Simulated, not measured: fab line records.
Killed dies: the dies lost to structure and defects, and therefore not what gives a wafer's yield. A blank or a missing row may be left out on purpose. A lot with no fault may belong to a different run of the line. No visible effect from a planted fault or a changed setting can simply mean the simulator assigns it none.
fab line records	flow n5Finfet
record: lots: 7	wafers: 19	lastDay: 17
route steps=1938 shown HKMG_FIN@450 GATE_CUT@465 PASSIVATION@1936
lots with no fault: from the same line, run without faults
startH: start of the lot's first displayed wafer, in hours after the record's first day	waitH: hours from the lot's prior step to this one	" the same as in the row above	L1.1+2: a single row standing in for several wafers	- no value present, or no start provided	* or withheld: withheld	< > ~ a bound
route shown NAME@n: NAME is a module with steps in the file, n the number in the route of the first one	usual: mean and standard deviation over wafers with no fault	same: alike in all rows	chamber/n: place in a boat	sites: per-site readings	_std_site: the values' standard deviation	_edge_site: outer sites' mean less inner sites'	radiusMm: for every site, how far away it sits from the centre of the wafer	mask NAME#n: copy n	behind: tool/chamber where the wafer was last shaped	hold: the reason the lot was held/the length of the hold in hours/how it ended	device: which transistor (n, p or np) failed to switch	end of line: at the end of the route, the tests of the same wafers	step lacking rows: just its recipe	killed: the dies lost at the first sort to structure and to defects; this is not the yield of the wafer	map: the dies of a wafer, with x for killed, . for not killed, _ for no die there
set.NAME: setting as actually run; set.NAME@STEP: the setting as run at that earlier step	model.NAME: the simulator's own value behind a step, which no gauge read
lots seen at some steps along the route; tables by step, rows by wafer
services: from which hour (startH, from the record's first day; less than 0 if before it) a tool's chamber was out of use, for how many hours, and why
== steps ==
step: N5_HKMG_FIN_COAT_66
recipe: resist: SOC	tempC: 250	timeS: 60	spinRpm: 1500	resistThkNm: 300
step: N5_HKMG_FIN_ETCH_67
recipe: chemistry: N2/H2	target: SOC	targetDepthA: 3889	stopOn: TiN	ionEnergyEv: 100	biasW: 61	pressureMtorr: 30	sourceW: 850	n2FlowSccm: 200	h2FlowSccm: 200
step: N5_HKMG_FIN_STRIP_90
recipe: chemistry: N2/H2	material: SOC	timeS: 20	powerW: 500	tempC: 40	pressureMtorr: 50	rfFrequencyHz: 6e+07	biasPowerW: 8	h2Frac: 0.5	n2FlowSccm: 300	h2FlowSccm: 300
usual: drypumpMotorCurrentA: 5.8/0.39	h2FlowSccm: 300.0/0.83	oesProductAu: 0.76/0.11	rfVppV: 54.2/0.92	showerheadPlenumPTorr: 3.37/0.13	throttleValvePct: 19.1/0.4
lot.wafer	tool	chamber	startH	waitH	drypumpMotorCurrentA	h2FlowSccm	oesProductAu	rfHoursCounterH	rfVppV	showerheadPlenumPTorr	throttleValvePct
L679.1	rieDiel-04	3	81.71	0.0	6.1	300.4	0.65	235	52.8	3.29	18.8
L679.2	"	0	"	"	5.6	298.4	0.94	8	55.5	3.61	19.0
L679.4	"	1	"	"	5.5	299.4	0.71	193	54.8	3.48	18.8
L687.1	rieDiel-04	0	129.03	0.0	5.6	299.3	0.90	27	54.8	3.59	19.0
L687.4	"	2	"	"	5.3	299.8	0.70	-	54.8	3.35	19.8
L687.5	"	1	"	"	5.5	300.4	0.72	-	55.5	3.47	18.8
L691.1	rieDiel-05	1	156.51	0.0	6.1	299.0	0.76	149	55.4	3.49	18.9
L691.3	"	2	"	"	5.5	298.8	0.71	165	54.4	3.09	18.8
L691.5	"	2	"	"	5.5	298.9	0.72	-	54.0	3.09	18.8
L692.2	rieDiel-05	0	160.74	0.0	5.1	300.1	1.02	2	53.9	3.46	18.5
L692.5	"	0	"	"	5.1	300.8	1.02	-	53.9	3.46	18.5
L692.6	"	3	"	"	5.5	299.4	0.96	-	54.0	3.30	19.7
L693.5	rieDiel-04	2	164.37	0.0	5.3	301.4	0.69	-	54.4	3.34	19.9
L693.6	"	1	"	"	5.5	301.1	0.70	-	53.8	3.46	18.8
L694.5	rieDiel-04	2	167.44	0.0	5.3	300.1	0.68	-	54.5	3.34	19.9
L694.6	"	1	"	"	5.4	299.1	0.70	-	53.6	3.46	18.8
L699.4	rieDiel-02	2	199.46	0.0	5.6	299.5	0.68	248	55.8	3.33	19.4
L699.5	"	1	"	"	5.9	300.1	0.90	-	54.4	3.45	19.2
L699.6	"	0	"	"	6.2	301.2	0.69	-	52.5	3.20	18.8
step: N5_HKMG_FIN_WET_ETCH_73
recipe: chemistry: SC1	mix: 1:2:40	tempC: 50	timeS: 42.3	targetDepthNm: 1.3	dry: ipaMarangoni	rinseTimeS: 30	rinseTempC: 23
step: N5_HKMG_FIN_ETCHBACK_68
recipe: chemistry: Cl2/Ar	stopOn: HfO2	targetDepthA: 5	pressureMtorr: 10	icpW: 600	biasW: 60	Cl2_flow_sccm: 40	Ar_flow_sccm: 60
step: N5_HKMG_FIN_STRIP_69
recipe: chemistry: N2/H2	powerW: 2500	tempC: 300	h2Frac: 0.65	timeS: 360	pressureMtorr: withheld	n2FlowSccm: 1750	h2FlowSccm: 3250
step: N5_HKMG_FIN_ALD_21
recipe: material: TiN	targetThkA: 15	tempC: 400	aldPrecursorFamily: TiCl4	aldCoReactant: NH3	pulseTimeS: 1	purgeTimeS: 3	coReactantPurgeTimeS: 2	coReactantPulseTimeS: 2	aldCycles: 68	pressureTorr: 3
step: N5_HKMG_FIN_ALD_72
recipe: material: W	targetThkA: 20	tempC: 300	pressureTorr: 7.5	aldPrecursorFamily: WF6	aldCoReactant: B2H6	pulseTimeS: 1	purgeTimeS: 2	coReactantPurgeTimeS: 2	coReactantPulseTimeS: 3	aldCycles: 7
usual: heaterPowerW: 497/35	precursorPulseHeightRel: 1.001/0.019
same: purgeTimeS: 2
lot.wafer	tool	chamber	startH	waitH	heaterPowerW	precursorPulseHeightRel	sinceWetCleanH
L679.1	cvdW-01	0	82.75	0.2	453	0.979	765
L679.2	"	1	"	"	456	0.999	765
L679.4	"	0	"	"	457	1.004	-
L687.1	cvdW-01	1	130.07	0.2	456	0.978	812
L687.4	"	1	"	"	459	0.998	-
L687.5	"	1	"	"	459	1.004	-
L691.1	cvdW-01	0	157.74	0.2	456	1.004	840
L691.3	"	1	"	"	466	1.038	-
L691.5	"	1	"	"	450	1.032	-
L692.2	cvdW-02	1	161.91	0.2	536	0.983	330
L692.5	"	1	"	"	522	1.006	-
L692.6	"	0	"	"	525	1.020	-
L693.5	cvdW-01	1	165.54	0.1	472	1.011	-
L693.6	"	0	"	"	460	1.042	-
L694.5	cvdW-02	1	168.50	0.1	523	0.977	-
L694.6	"	0	"	"	535	0.992	-
L699.4	cvdW-02	0	200.54	0.2	528	1.007	-
L699.5	"	1	"	"	532	0.964	-
L699.6	"	0	"	"	528	0.997	-
step: N5_HKMG_FIN_W_FILL_22
recipe: material: W	targetThkA: 600	tempC: 400	pressureTorr: 39.4	timeS: 18.2
usual: heaterPowerW: 887/65	throttleValvePct: 19.4/0.72
lot.wafer	tool	chamber	startH	waitH	heaterPowerW	sinceWetCleanH	throttleValvePct
L679.1	cvdW-01	0	82.81	0.0	805	765	20.4
L679.2	"	1	"	"	814	765	19.2
L679.4	"	0	"	"	824	-	20.3
L687.1	cvdW-01	1	130.13	0.0	815	812	19.0
L687.4	"	1	"	"	815	-	18.9
L687.5	"	1	"	"	809	-	18.9
L691.1	cvdW-01	0	157.81	0.0	846	840	20.8
L691.3	"	1	"	"	806	-	18.6
L691.5	"	1	"	"	820	-	18.9
L692.2	cvdW-02	1	161.97	0.0	922	330	19.1
L692.5	"	1	"	"	900	-	19.1
L692.6	"	0	"	"	937	-	19.1
L693.5	cvdW-01	1	165.58	0.0	823	-	18.7
L693.6	"	0	"	"	823	-	20.8
L694.5	cvdW-02	1	168.54	0.0	940	-	18.8
L694.6	"	0	"	"	941	-	19.0
L699.4	cvdW-02	0	200.59	0.0	942	-	19.3
L699.5	"	1	"	"	950	-	19.1
L699.6	"	0	"	"	942	-	19.2
step: N5_HKMG_FIN_PRECLEAN_83
recipe: chemistry: DIW	timeS: 57.5	tempC: 23
step: N5_HKMG_FIN_SRD_84
recipe: dryTimeS: 32	dry: n2Spin	spinRpm: 1500
step: N5_HKMG_FIN_CMP_23
recipe: stopOn: SiNx	tOverpolishS: 10	postCmpClean: rinseOnly	downForcePsi: 4	platenRpm: 50.289	padVelocityMS: 1.0006	targetThkNm: 46.326
usual: motorCurrentA: 12.0/1.5	overpolishRunS: 9.97/0.27	timeToEndpointS: 12/3.3
lot.wafer	tool	chamber	startH	waitH	motorCurrentA	overpolishRunS	timeToEndpointS
L679.2	cmp-01	0	82.92	0.0	12.8	9.17	19
L679.4	"	1	"	"	10.1	10.00	9
L679.1	"	3	"	"	13.2	9.99	15
L687.1	cmp-02	0	130.32	0.1	10.3	10.00	16
L687.4	"	1	"	"	14.2	10.00	16
L687.5	"	3	"	"	13.0	9.99	13
L691.3	cmp-02	0	158.00	0.1	11.3	9.97	14
L691.1	"	2	"	"	9.2	10.00	10
L691.5	"	3	"	"	13.0	9.99	12
L692.2	cmp-01	2	162.24	0.2	11.1	10.02	11
L692.6	"	0	"	"	14.1	10.01	15
L692.5	"	1	"	"	11.1	10.00	8
L693.6	cmp-01	0	165.99	0.3	14.2	10.01	16
L693.5	"	1	"	"	11.0	10.00	6
L694.6	cmp-01	0	168.95	0.3	13.9	9.99	14
L694.5	"	1	"	"	11.0	10.00	5
L699.4	cmp-02	0	200.77	0.1	11.1	9.99	17
L699.6	"	3	"	"	12.9	9.99	11
L699.5	"	0	"	"	10.7	10.00	15
step: N5_HKMG_FIN_CMP_94
recipe: stopOn: SiNx	postCmpClean: wDiluteNh4oh	tOverpolishS: 4.7	downForcePsi: 4	platenRpm: 50.289	padVelocityMS: 1.0006	targetThkNm: 43.299
usual: motorCurrentA: 12.1/1.5
lot.wafer	tool	chamber	startH	waitH	motorCurrentA	model.SiNx_of_SDB_ALD_29.thkNm
L679.2	cmp-01	0	83.40	0.4	13.8	28.4
L679.4	"	1	"	"	11.2	28.2
L679.1	"	3	"	"	13.5	28.4
L687.1	cmp-02	0	130.75	0.3	11.5	28.4
L687.4	"	1	"	"	14.8	28.2
L687.5	"	3	"	"	12.3	28.2
L691.3	cmp-02	0	158.43	0.3	11.3	28.6
L691.1	"	2	"	"	9.0	28.2
L691.5	"	3	"	"	12.6	28.2
L692.2	cmp-01	2	162.62	0.3	11.1	28.2
L692.6	"	0	"	"	14.0	27.8
L692.5	"	1	"	"	10.6	28.2
L693.6	cmp-01	0	166.27	0.2	13.8	27.8
L693.5	"	1	"	"	10.7	28.4
L694.6	cmp-01	0	169.23	0.2	13.5	27.8
L694.5	"	1	"	"	11.3	28.4
L699.4	cmp-02	0	201.20	0.3	10.7	28.4
L699.6	"	3	"	"	12.2	28.6
L699.5	"	0	"	"	10.9	28.4
step: N5_HKMG_FIN_INSPECT_28
recipe: inspectInstrument: darkfield	mode: postCmp
usual: rawDefectCount: 40/17
lot.wafer	tool	chamber	startH	waitH	rawDefectCount
L679.1	defectInspect-01	-	83.63	0.0	63
L679.2	"	-	"	"	56
L679.4	"	-	"	"	75
L687.1	defectInspect-02	-	130.96	0.0	55
L687.4	"	-	"	"	37
L687.5	"	-	"	"	43
L691.1	defectInspect-02	-	158.63	0.0	61
L691.3	"	-	"	"	26
L691.5	"	-	"	"	37
L692.2	defectInspect-02	-	162.80	0.0	36
L692.5	"	-	"	"	32
L692.6	"	-	"	"	16
L693.5	defectInspect-01	-	166.39	0.0	57
L693.6	"	-	"	"	42
L694.5	defectInspect-01	-	169.35	0.0	22
L694.6	"	-	"	"	21
L699.4	defectInspect-02	-	201.41	0.0	30
L699.5	"	-	"	"	59
L699.6	"	-	"	"	43
step: N5_GATE_CUT_ETCHBACK_00
recipe: chemistry: SF6/Cl2	target: W	pressureMtorr: 8	icpW: 900	biasW: 80	SF6_flow_sccm: 40	Cl2_flow_sccm: 60
step: N5_GATE_CUT_ETCH_56
recipe: chemistry: Cl2/Ar	target: TiN	targetDepthA: 216	pressureMtorr: 10	icpW: 600	biasW: 60	Cl2_flow_sccm: 40	Ar_flow_sccm: 60
usual: drypumpMotorCurrentA: 5.7/0.46	heBacksideLeakSccm: 3.4/0.36	mfcCl2Sccm: 40.01/0.11	oesProductAu: 0.70/0.083	throttleValvePct: 21.05/0.14
lot.wafer	tool	chamber	startH	waitH	drypumpMotorCurrentA	heBacksideLeakSccm	mfcCl2Sccm	oesProductAu	rfHoursCounterH	throttleValvePct
L679.1	rieMetal-03	1	83.79	0.1	5.2	3.4	39.83	0.71	60	21.04
L679.2	"	0	"	"	6.4	3.4	40.13	0.66	88	20.90
L679.4	"	0	"	"	6.4	3.4	40.01	0.67	-	20.91
L687.1	rieMetal-02	0	131.11	0.1	5.1	3.2	40.07	0.64	113	21.23
L687.4	"	1	"	"	5.8	3.8	39.99	0.58	-	21.02
L687.5	"	1	"	"	5.9	3.6	39.93	0.58	-	21.03
L691.1	rieMetal-01	1	158.79	0.1	5.8	3.6	40.07	0.69	86	20.87
L691.3	"	1	"	"	5.8	3.8	40.12	0.69	-	20.88
L691.5	"	1	"	"	5.8	3.6	40.29	0.69	-	20.87
L692.2	rieMetal-02	0	163.10	0.2	5.1	3.2	39.96	0.63	-	21.24
L692.5	"	0	"	"	5.1	3.3	39.96	0.62	-	21.24
L692.6	"	0	"	"	5.1	3.2	40.26	0.63	-	21.26
L693.5	rieMetal-03	1	166.78	0.2	5.2	3.5	39.94	0.69	-	21.05
L693.6	"	1	"	"	5.2	3.5	39.83	0.70	-	21.05
L694.5	rieMetal-01	0	169.56	0.1	6.1	3.1	40.11	0.72	-	21.20
L694.6	"	1	"	"	5.8	3.4	40.06	0.68	-	20.88
L699.4	rieMetal-02	0	201.59	0.1	5.1	3.2	39.99	0.62	-	21.24
L699.5	"	0	"	"	5.1	3.2	40.00	0.63	-	21.25
L699.6	"	1	"	"	5.9	3.6	39.94	0.93	-	20.94
step: N5_GATE_CUT_ETCHBACK_30
recipe: chemistry: Cl2/Ar	target: TiN	targetDepthA: 30	mode: isotropic	pressureMtorr: 10	icpW: 600	biasW: 60	Cl2_flow_sccm: 40	Ar_flow_sccm: 60
usual: drypumpMotorCurrentA: 5.7/0.46	heBacksideLeakSccm: 3.39/0.22	mfcCl2Sccm: 40.00/0.12	oesProductAu: 0.70/0.083	throttleValvePct: 21.05/0.14
lot.wafer	tool	chamber	startH	waitH	drypumpMotorCurrentA	heBacksideLeakSccm	mfcCl2Sccm	oesProductAu	rfHoursCounterH	throttleValvePct	model.SiNx_of_SDB_ALD_29.thkNm
L679.1	rieMetal-03	1	83.88	0.1	5.2	3.52	39.88	0.72	60	21.02	27.2
L679.2	"	0	"	"	6.4	3.44	39.95	0.66	88	20.91	27.2
L679.4	"	0	"	"	6.4	3.46	39.97	0.65	-	20.89	27.2
L687.1	rieMetal-02	0	131.20	0.1	5.1	3.22	40.09	0.64	113	21.23	27.2
L687.4	"	1	"	"	5.9	3.71	39.76	0.57	-	21.02	27.2
L687.5	"	1	"	"	5.8	3.84	39.76	0.57	-	21.02	27.2
L691.1	rieMetal-01	1	158.88	0.1	5.8	3.76	39.84	0.69	86	20.89	27
L691.3	"	1	"	"	5.8	3.69	39.93	0.68	-	20.87	27.6
L691.5	"	1	"	"	5.8	3.64	39.82	0.69	-	20.88	27
L692.2	rieMetal-02	0	163.26	0.1	5.1	3.17	40.14	0.63	-	21.23	27
L692.5	"	0	"	"	5.1	3.17	40.00	0.63	-	21.23	27.2
L692.6	"	0	"	"	5.1	3.22	40.14	0.63	-	21.23	26.8
L693.5	rieMetal-03	1	166.88	0.1	5.2	3.48	40.07	0.70	-	21.05	27.2
L693.6	"	1	"	"	5.2	3.53	39.96	0.70	-	21.07	26.8
L694.5	rieMetal-01	0	169.61	0.0	6.1	3.20	40.13	0.72	-	21.20	27.2
L694.6	"	1	"	"	5.8	3.59	39.94	0.69	-	20.88	26.8
L699.4	rieMetal-02	0	201.66	0.0	5.1	3.24	39.92	0.62	-	21.26	27.2
L699.5	"	0	"	"	5.1	3.32	40.02	0.62	-	21.25	27.2
L699.6	"	1	"	"	5.8	3.32	39.93	0.93	-	20.94	27.4
step: N5_GATE_CUT_VAPOR_ETCH_60
recipe: chemistry: BCl3/Cl2	target: HfO2	mode: isotropic
step: N5_PASSIVATION_PROBE_49
usual: killed_at_M0_to_M3: 34/11	killed_at_M4_up: 13/5.2	killedAtContacts: 13/6.3	killedAtFrontEnd: 40/14	killedAtOther: 3.2/2.4	killedDies: 104/19	killedOpen: 69/14	killedShort: 32/7.5
same: grossDies: 1180	killedAtBackSide: 0
lot.wafer	tool	chamber	startH	waitH	killed_at_M0_to_M3	killed_at_M4_up	killedAtContacts	killedAtFrontEnd	killedAtOther	killedDies	killedOpen	killedShort
L679.1	prober-02	-	262.69	0.0	25	13	12	23	1	74	44	27
L679.2	prober-02	-	262.74	0.1	26	14	7	27	5	79	50	28
L679.4	prober-02	-	262.84	0.2	22	11	11	28	0	72	44	27
L691.1	prober-02	-	335.66	0.0	31	11	8	28	6	84	52	32
L691.3	prober-02	-	335.76	0.1	41	10	2	36	3	92	60	31
L691.5	prober-02	-	335.86	0.2	41	17	6	40	3	107	79	26
killed by level:class
L679.1 FIN_SAQP:geometricParticle:short=7 MOL_CONTACT_COAG:geometricParticle:open=7 BEOL_M0_SAQP:geometricParticle:open=6 BEOL_M0_SAQP:geometricParticle:short=6 MOL_CONTACT_COAG:geometricParticle:short=4 BEOL_M3:geometricParticle:open=4 FIN_SAQP:geometricParticle:open=3 BEOL_M4:geometricParticle:short=3
L679.2 BEOL_M0_SAQP:geometricParticle:short=10 MOL_CONTACT_COAG:geometricParticle:open=6 BEOL_M2:geometricParticle:open=6 BEOL_M0_SAQP:geometricParticle:open=6 BEOL_M4:geometricParticle:open=6 STARTING-WAFER:geometricParticle:short=5 GATE_CUT:geometricParticle:open=4 FIN_SAQP:geometricParticle:open=3
L679.4 MOL_CONTACT_COAG:geometricParticle:open=8 FIN_SAQP:geometricParticle:open=7 STARTING-WAFER:geometricParticle:short=7 FIN_SAQP:geometricParticle:short=6 BEOL_M3:geometricParticle:open=6 BEOL_M0_SAQP:geometricParticle:open=5 MOL_CONTACT_COAG:geometricParticle:short=3 BEOL_M2:geometricParticle:open=3
L691.1 BEOL_M0_SAQP:geometricParticle:open=11 FIN_SAQP:geometricParticle:open=8 BEOL_M0_SAQP:geometricParticle:short=7 STARTING-WAFER:geometricParticle:open=5 MOL_CONTACT_COAG:geometricParticle:open=4 MOL_CONTACT_COAG:geometricParticle:short=4 BEOL_M3:geometricParticle:open=4 FIN_SAQP:geometricParticle:short=3
L691.3 BEOL_M2:geometricParticle:open=11 STI_FIN_REVEAL:geometricParticle:open=7 BEOL_M0_SAQP:geometricParticle:short=7 DUMMY_GATE:geometricParticle:open=6 BEOL_M3:geometricParticle:open=6 FIN_SAQP:geometricParticle:open=4 BEOL_M0_SAQP:geometricParticle:open=4 STARTING-WAFER:geometricParticle:open=4
L691.5 FIN_SAQP:geometricParticle:open=14 BEOL_M3:geometricParticle:open=13 BEOL_M2:geometricParticle:open=12 FIN_SAQP:geometricParticle:short=9 STI_FIN_REVEAL:geometricParticle:open=8 BEOL_M0_SAQP:geometricParticle:open=8 BEOL_M0_SAQP:geometricParticle:short=6 BEOL_M4:geometricParticle:open=6
== services ==
tool	chamber	startH	hours	kind
rieDiel-02	-	63.88	0.1	repair
rieDiel-04	1	84.16	5.7	repair
cmp-02	-	86.03	4.8	pm
cmp-02	-	98.95	0.2	repair
cvdW-02	-	116.10	14.6	pm
rieMetal-03	-	119.07	4.3	pm
cmp-02	-	130.90	4.0	pm
cmp-02	-	134.90	-	consumableReplace:conditioner
cmp-02	-	134.90	-	consumableReplace:pad
rieMetal-03	1	138.77	2.9	repair
cvdW-01	-	139.86	6.0	pm
rieDiel-04	3	143.18	13.8	repair
rieMetal-02	1	144.53	-	clean
rieMetal-02	1	144.53	19.8	scheduledDown
rieMetal-02	1	144.53	19.8	ventCycle
cmp-01	-	146.36	3.7	repair
rieMetal-03	0	149.76	17.6	repair
rieDiel-05	-	164.14	0.3	repair
rieDiel-05	-	171.64	2.2	repair
cmp-02	-	171.99	2.0	repair
rieDiel-02	3	173.21	5.4	repair
rieDiel-04	1	175.48	62.1	repair
cmp-01	-	183.00	2.6	repair
rieDiel-05	3	201.47	13.7	repair
== key ==
firstSign none at tools or gauges
modelEffect: step: N5_HKMG_FIN_CMP_94	value: SiNx_of_SDB_ALD_29.thkNm	without: 28.2	struck: 27.8
modelEffect: step: N5_GATE_CUT_ETCHBACK_30	value: SiNx_of_SDB_ALD_29.thkNm	without: 27.13	struck: 26.8
metAt N5_HKMG_FIN_CMP_94
struckWafers L692.6,L693.6,L694.6
testerLeftOut L692,L693,L694
onsetBetween 83.40 162.62
fault: kind: processParameterDrift	tool: cmp-01	chamber: -	onsetH: 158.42	steps: N5_HKMG_FIN_CMP_94	channel: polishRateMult	offset: 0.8	shape: step	endH: 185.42	scope: struckWafersOnly
testerLeftOut: of these lots the tester's yield and bins aren't shown, on N5 and GAA mostly nor the transistor test; their killed dies are dies lost to structure and defects alone, not to doping, threshold or leakage, so they don't give the yield
